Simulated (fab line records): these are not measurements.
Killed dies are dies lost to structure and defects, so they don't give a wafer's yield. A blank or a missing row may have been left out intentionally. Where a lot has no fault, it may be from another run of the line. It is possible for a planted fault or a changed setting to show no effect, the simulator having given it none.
A struck lot beside a sound one    flow nand harc    14 steps out of a route of 1302
Sound: wafers L842.1, L842.5, L842.6. Wafers L858.2, L858.3, L858.6 were the ones struck. The cause is named last.
Per side, at each step with rows, come the tool, then ch with its chambers, and then its first start. Under that, the readings that differ: sound wafers    struck wafers    difference of the means    sigmas: that difference in standard deviations of wafers without a fault.
alike: readings with means less than 2 such deviations apart, plus words and numbers identical on both sides. not compared: withheld readings, readings lacking a value on some wafer, bounds such as >300 that could conceal the same value, and numbers that have no deviation in the record and whose values overlap.
A row with sigmas, a row that says differs or no value, or rows on one side alone: a step with any of these is where the two part. Numbers that have no deviation but don't overlap get no sigmas and don't part them. Lack of a reading on every wafer of one side parts them only where that side has two or more wafers.

first, 3 steps without rows for these wafers: NHARC_A_STAIRCASE_TRIM_220 (chemistry O2, time 211.2 s); NHARC_A_STAIRCASE_ETCH_221 (etches the open film in C4F8/O2, target depth 100 nm, time 40.5 s); NHARC_A_STAIRCASE_TRIM_222 (chemistry O2, time 211.2 s).
NHARC_A_STAIRCASE_ETCH_223: etches the open film in C4F8/O2, target depth 100 nm, time 40.5 s.
  sound: rie diel-08 ch 1,2,3; struck: rie diel-08 ch 0,1,2
  alike: oes product au, rf fwd power W, rf vpp V
  not compared: rf hours counter h
then, 2 steps without rows for these wafers: NHARC_A_STAIRCASE_TRIM_224 (chemistry O2, time 211.2 s); NHARC_A_STAIRCASE_ETCH_225 (etches the open film in C4F8/O2, target depth 100 nm, time 40.5 s).
NHARC_A_STAIRCASE_TRIM_226: chemistry O2, time 211.2 s.
  sound: rie diel-08 ch 0,1; struck: rie diel-08 ch 0,1,3
  alike: drypump motor current A, oes product au, rf vpp V, showerhead plenum p Torr, throttle valve pct
  not compared: rf hours counter h
then, 1 step without rows for these wafers: NHARC_A_STAIRCASE_ETCH_227 (etches the open film in C4F8/O2, target depth 100 nm, time 40.5 s).
NHARC_A_STAIRCASE_TRIM_229: chemistry O2, time 211.2 s.
  sound on rie diel-08 ch 0,2,3, day 17 14:01; struck on rie diel-08 ch 0,1,3, day 24 14:41
  alike: drypump motor current A, oes product au, rf vpp V, showerhead plenum p Torr, throttle valve pct
  not compared: rf hours counter h
then, 1 step without rows for these wafers: NHARC_A_STAIRCASE_ETCH_230 (etches the open film in C4F8/O2, target depth 100 nm, time 40.5 s).
NHARC_A_STAIRCASE_TRIM_231: chemistry O2, time 211.2 s.
  sound: rie diel-08 ch 0,3; struck: rie diel-08 ch 0,2,3
  alike: drypump motor current A, oes product au, rf vpp V, showerhead plenum p Torr, throttle valve pct
  not compared: rf hours counter h
NHARC_A_STAIRCASE_ETCH_232: etches the open film in C4F8/O2, target depth 100 nm, time 40.5 s.
  sound on rie diel-08 ch 2,3, day 17 14:25; struck on rie diel-08 ch 0,1, day 24 15:07
reading                sound              struck             difference  sigmas
oes product au (a.u.)  0.943 0.945 0.937  1.143 1.186 1.181  +0.228      +15
rf fwd power W (W)     587.7 591.1 588.8  830.1 831.5 832.7  +242.2      +93
  alike: rf vpp V
  not compared: rf hours counter h
NHARC_A_STAIRCASE_TRIM_233: chemistry O2, time 211.2 s.
  sound: rie diel-08 ch 0,1,3; struck: rie diel-08 ch 1,2,3
  alike: drypump motor current A, oes product au, rf vpp V, showerhead plenum p Torr, throttle valve pct
  not compared: rf hours counter h
-- jump in the record: it breaks off in module A_STAIRCASE and resumes in module END (first step shown: number 1302 of the route), and 8 days separate the struck wafers' starts before and after --
NHARC_END_SORT_01:
  here the record holds rows for the struck wafers (prober-01 ch 0, day 32 10:35) but none for the sound ones

WHERE THEY PART
At NHARC_A_STAIRCASE_ETCH_232 first; at NHARC_END_SORT_01 last (within this record only).

WHY: what had been put in by the simulator
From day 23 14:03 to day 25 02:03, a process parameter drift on rie diel-08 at NHARC_A_STAIRCASE_ETCH_232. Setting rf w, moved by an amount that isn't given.
